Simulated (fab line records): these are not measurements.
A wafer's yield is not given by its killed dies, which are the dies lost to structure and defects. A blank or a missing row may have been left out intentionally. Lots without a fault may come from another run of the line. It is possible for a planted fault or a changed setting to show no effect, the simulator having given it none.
fab line records + flow n5_finfet
[record]
- lots = 7
- wafers = 21
route steps=1938 shown BEOL_M15@1797
start_h: start of the lot's first displayed wafer, in hours after the record's first day + wait_h: time in hours since the lot's previous step + " as in the row above + L1.1+2: a single row standing in for several wafers + - either no value or no given start + * or withheld: withheld + < > ~ a bound
route shown NAME@n: names a module that has steps shown in the file, with the first one's number in the route + usual: mean/standard deviation taken from wafers without a fault + same: alike in all rows + chamber/n: place in a boat + sites: the reading at each site + _std_site: standard deviation of those values + _edge_site: inner sites' mean taken away from outer sites' mean + radius_mm: how far each site lies from the wafer's centre + mask NAME#n: copy n + behind: the last tool/chamber to shape the wafer + hold: reason for holding the lot/hours on hold/outcome of the hold + device: whichever transistor did not switch (one of n, p or np) + end of line: the same wafers' tests at the end of the route + step lacking rows: just its recipe + killed: at the first sort, the dies lost to defects and structure; wafer yield is something else + map: a wafer's dies, marking killed ones x, the rest . and places with no die _
set.NAME: the setting as run; set.NAME@STEP: as run at that earlier step + model.NAME: the simulator's own value behind a step, which no gauge read
lots run with intentionally changed settings; tables by step, rows by wafer
[[steps]]
[step N5_BEOL_M15_COAT_22]
[recipe]
- spin_rpm = 1704
- resist_thk_nm = 800
| lot.wafer | tool           | chamber | start_h | wait_h | set.spin_rpm | model.coat_of_BEOL_M15_COAT_22.thk_nm |
|-----------|----------------|---------|---------|--------|--------------|---------------------------------------|
| L075.1    | litho_track-01 | 0       | -       | -      | 1817         | 775                                   |
| L075.2    | "              | 0       | "       | "      | 1704         | 801.6                                 |
| L075.3    | "              | 0       | "       | "      | 1704         | 801.8                                 |
| L079.1    | litho_track-05 | 0       | -       | -      | 1704         | 804.4                                 |
| L079.2    | "              | 0       | "       | "      | 1544         | 844                                   |
| L079.5    | "              | 0       | "       | "      | 1704         | 806                                   |
| L081.3    | litho_track-02 | 0       | -       | -      | 1783         | 786.2                                 |
| L081.5    | "              | 0       | "       | "      | 1704         | 804                                   |
| L081.6    | "              | 0       | "       | "      | 1783         | 785.8                                 |
| L086.2    | litho_track-01 | 0       | -       | -      | 1704         | 798.2                                 |
| L086.4    | "              | 0       | "       | "      | 1704         | 800                                   |
| L086.6    | "              | 0       | "       | "      | 1704         | 802                                   |
| L091.3    | litho_track-02 | 0       | -       | -      | 1704         | 799.8                                 |
| L091.4    | "              | 0       | "       | "      | 1704         | 801.4                                 |
| L091.6    | "              | 0       | "       | "      | 1704         | 802.8                                 |
| L090.4    | litho_track-02 | 0       | -       | -      | 1650         | 815                                   |
| L090.5    | "              | 0       | "       | "      | 1704         | 802.8                                 |
| L090.6    | "              | 0       | "       | "      | 1704         | 802.4                                 |
| L097.1    | litho_track-05 | 0       | -       | -      | 1704         | 799.2                                 |
| L097.2    | "              | 0       | "       | "      | 1704         | 798.8                                 |
| L097.4    | "              | 0       | "       | "      | 1704         | 800.4                                 |
[step N5_BEOL_M15_EBR_24]
[recipe]
- solvent = PGMEA
- ebr_width_mm = 1.5
[step N5_BEOL_M15_SOFTBAKE_23]
[recipe]
- temp_c = 130
- time_s = 60
[step N5_BEOL_M15_DESCUM_33]
[recipe]
- chemistry = O2
- time_s = 7.9
- source_power_w = 50
- bias_power_w = 20
- pressure_mtorr = 20
- rf_frequency_hz = 2.712e+07
- temp_c = 40
- o2_flow_sccm = 225
[step N5_BEOL_M15_ETCH_61]
[recipe]
- chemistry = N2/H2
- target = BARC
- target_depth_a = 890
- overetch_a = 267
- time_s = 67.9
- ion_energy_ev = 200
- pressure_mtorr = 30
- source_w = 840
- bias_w = 150
- n2_flow_sccm = 200
- h2_flow_sccm = 200
| lot.wafer | tool        | chamber | start_h | wait_h | set.spin_rpm@BEOL_M15_COAT_22 | model.coat_of_BEOL_M15_COAT_22.thk_nm |
|-----------|-------------|---------|---------|--------|-------------------------------|---------------------------------------|
| L075.1    | rie_diel-02 | 2       | 237.50  | 0.0    | 1817                          | 692.8                                 |
| L075.2    | "           | 0       | "       | "      | 1704                          | 722                                   |
| L075.3    | "           | 1       | "       | "      | 1704                          | 720.4                                 |
| L079.1    | rie_diel-01 | 2       | 266.49  | 0.0    | 1704                          | 723                                   |
| L079.2    | "           | 1       | "       | "      | 1544                          | 764.2                                 |
| L079.5    | "           | 2       | "       | "      | 1704                          | 723.8                                 |
| L081.3    | rie_diel-01 | 0       | 277.25  | 0.0    | 1783                          | 702.4                                 |
| L081.5    | "           | 0       | "       | "      | 1704                          | 720                                   |
| L081.6    | "           | 2       | "       | "      | 1783                          | 704.6                                 |
| L086.2    | rie_diel-02 | 1       | 326.91  | 0.0    | 1704                          | 715.8                                 |
| L086.4    | "           | 1       | "       | "      | 1704                          | 717.4                                 |
| L086.6    | "           | 0       | "       | "      | 1704                          | 722.2                                 |
| L091.3    | rie_diel-01 | 3       | 346.02  | 0.0    | 1704                          | 717.4                                 |
| L091.4+6  | "           | 2,0     | "       | "      | 1704                          | 719.2                                 |
| L090.4    | rie_diel-02 | 0       | 355.75  | 0.0    | 1650                          | 735.4                                 |
| L090.5    | "           | 0       | "       | "      | 1704                          | 723.8                                 |
| L090.6    | "           | 1       | "       | "      | 1704                          | 720.4                                 |
| L097.1    | rie_diel-02 | 3       | 397.11  | 0.0    | 1704                          | 714.6                                 |
| L097.2    | "           | 1       | "       | "      | 1704                          | 716.8                                 |
| L097.4    | "           | 0       | "       | "      | 1704                          | 721.2                                 |
[step N5_BEOL_M15_TRENCH_ETCH_34]
[recipe]
- chemistry = C4F8/O2/Ar
- target = SiO2
- target_depth_a = 8729.3
- he_inner_torr = 15
- he_outer_torr = 30
- time_s = 199
- ion_energy_ev = 800
- pressure_mtorr = 20
- source_w = 1905
- bias_w = 2040
- Ar_flow_sccm = 400
- C4F8_flow_sccm = 16
- O2_flow_sccm = 12
| lot.wafer | tool        | chamber | start_h | wait_h | set.spin_rpm@BEOL_M15_COAT_22 | model.coat_of_BEOL_M15_COAT_22.thk_nm |
|-----------|-------------|---------|---------|--------|-------------------------------|---------------------------------------|
| L075.1    | rie_diel-02 | 2       | 237.55  | 0.0    | 1817                          | 520.6                                 |
| L075.2    | "           | 0       | "       | "      | 1704                          | 554.2                                 |
| L075.3    | "           | 1       | "       | "      | 1704                          | 543.2                                 |
| L079.1    | rie_diel-01 | 2       | 266.54  | 0.0    | 1704                          | 550.4                                 |
| L079.2    | "           | 1       | "       | "      | 1544                          | 596.4                                 |
| L079.5    | "           | 2       | "       | "      | 1704                          | 550                                   |
| L081.3    | rie_diel-01 | 0       | 277.30  | 0.0    | 1783                          | 519                                   |
| L081.5    | "           | 0       | "       | "      | 1704                          | 538.6                                 |
| L081.6    | "           | 2       | "       | "      | 1783                          | 532.2                                 |
| L086.2    | rie_diel-02 | 1       | 326.96  | 0.0    | 1704                          | 535.6                                 |
| L086.4    | "           | 1       | "       | "      | 1704                          | 536.4                                 |
| L086.6    | "           | 0       | "       | "      | 1704                          | 553.2                                 |
| L091.3    | rie_diel-01 | 3       | 346.07  | 0.0    | 1704                          | 537.6                                 |
| L091.4    | "           | 2       | "       | "      | 1704                          | 543.2                                 |
| L091.6    | "           | 0       | "       | "      | 1704                          | 537.2                                 |
| L090.4    | rie_diel-02 | 0       | 355.80  | 0.0    | 1650                          | 565.2                                 |
| L090.5    | "           | 0       | "       | "      | 1704                          | 552.8                                 |
| L090.6    | "           | 1       | "       | "      | 1704                          | 540.4                                 |
| L097.1    | rie_diel-02 | 3       | 397.17  | 0.0    | 1704                          | 533.2                                 |
| L097.2    | "           | 1       | "       | "      | 1704                          | 535.6                                 |
| L097.4    | "           | 0       | "       | "      | 1704                          | 554.6                                 |
[[key]]
[split]
- step = N5_BEOL_M15_COAT_22
- setting = spin_rpm
- stated = 1704
- by = wafer
[response]
- step = N5_BEOL_M15_COAT_22
- reading = model.coat_of_BEOL_M15_COAT_22.thk_nm
- change = -4.06
- per = 1%
- r = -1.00
[response]
- step = N5_BEOL_M15_ETCH_61
- reading = model.coat_of_BEOL_M15_COAT_22.thk_nm
- change = -4.22
- per = 1%
- r = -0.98
[response]
- step = N5_BEOL_M15_TRENCH_ETCH_34
- reading = model.coat_of_BEOL_M15_COAT_22.thk_nm
- change = -4.52
- per = 1%
- r = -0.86
